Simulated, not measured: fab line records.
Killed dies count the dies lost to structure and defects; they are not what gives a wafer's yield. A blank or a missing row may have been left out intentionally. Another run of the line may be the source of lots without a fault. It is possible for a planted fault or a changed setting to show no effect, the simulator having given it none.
Lot-split experiment | flow n5 finfet | route with 1938 steps; 7 lots, 21 wafers read

SPLIT DETAILS
At N5_PASSIVATION_PASS_ETCH_74 (etches SiNx in CF4/O2, target depth 220 nm, time 110 s), the setting source w was moved away from the recipe's 535 W on 6 of the 21 wafers read, by -13.8% to +17.7%. This setting was run at the recipe's value on the other wafers.

The reading comes from the split's own step.

THE READING
rf vpp V, in V, at N5_PASSIVATION_PASS_ETCH_74 (etches SiNx in CF4/O2, target depth 220 nm, time 110 s). A value of 238 V with a standard deviation of 3.3 V is what fault-free wafers of this fab line usually give.

wafer  | tool, chamber at the split | source w as run, W | against the recipe | rf vpp V, V | against lot-mates on the recipe
L086.3 | rie diel-02, 3             | 535                | recipe             | 239         | -
L086.4 | rie diel-02, 1             | 535                | recipe             | 242         | -
L086.6 | rie diel-02, 1             | 461                | -13.8%             | 262         | +22
L088.3 | rie diel-04, 1             | 535                | recipe             | 241         | -
L088.4 | rie diel-04, 3             | 461.9              | -13.7%             | 253         | +12
L088.5 | rie diel-04, 1             | 461.9              | -13.7%             | 261         | +20
L087.1 | rie diel-05, 1             | 535                | recipe             | 235         | -
L087.3 | rie diel-05, 2             | 535                | recipe             | 234         | -
L087.6 | rie diel-05, 3             | 629.7              | +17.7%             | 222         | -12
L090.1 | rie diel-05, 2             | 535                | recipe             | 234         | -
L090.5 | rie diel-05, 1             | 535                | recipe             | 233         | -
L090.6 | rie diel-05, 0             | 535                | recipe             | 239         | -
L093.2 | rie diel-04, 2             | 535                | recipe             | 241         | -
L093.4 | rie diel-04, 1             | 535                | recipe             | 241         | -
L093.5 | rie diel-04, 2             | 535                | recipe             | 241         | -
L096.1 | rie diel-02, 3             | 509.5              | -4.8%              | 244         | +3
L096.2 | rie diel-02, 1             | 509.5              | -4.8%              | 248         | +7
L096.6 | rie diel-02, 1             | 535                | recipe             | 241         | -
L097.4 | rie diel-04, 0             | 535                | recipe             | 243         | -
L097.5 | rie diel-04, 2             | 535                | recipe             | 241         | -
L097.6 | rie diel-04, 1             | 535                | recipe             | 241         | -

FIT RESULTS
A straight line over all 21 wafers: rf vpp V changes by -1.25 V for each +1% of source w; r = -0.92; the points scatter about the line by 3.6 V.
The same after taking each lot's own level away (the mean of its wafers on the recipe; 21 wafers): -1.06 V for each +1%; r = -0.93; scatter 2.8 V.
Per that fit: largest source w move, reading shift of 19 V.
The span of the lots' own levels, 234.5 to 241.7 V, comes to 2.2 times the standard deviation stated above.
In other words, the slope is changed by the lot-to-lot level; the two fits disagree.
Check: with one of the wafers moved furthest among these (+17.7%) left out of the fit, the line predicts -22.9 V for it against its lot-mates. It came out at -12.5 V against them.
Tool readings at the split's step, against how far the setting was moved: rf vpp V r = -0.92.

THE WHOLE CHAIN: every reading that the file lists as answering this split, in the file's order
step                        | what it does                                           | reading                                                        | change (the file's fit)                                                    | r (the file's)
N5_PASSIVATION_PASS_ETCH_74 | etches SiNx in CF4/O2, target depth 220 nm, time 110 s | rf vpp V                                                       | -1.07 V for each +1% of the setting                                        | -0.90
N5_PASSIVATION_PASS_ETCH_74 | etches SiNx in CF4/O2, target depth 220 nm, time 110 s | etch.depth nm (the simulator's own value, which no gauge read) | +1.83 nm for each +1% of the setting                                       | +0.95
N5_PASSIVATION_PROBE_49     |                                                        | killed at contacts                                             | not straight: 3 at the lowest setting, 21 at the recipe, 16 at the highest | not given

THE FILE'S OWN FIT
rf vpp V changes by -1.07 V for each +1% of source w, r = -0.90.
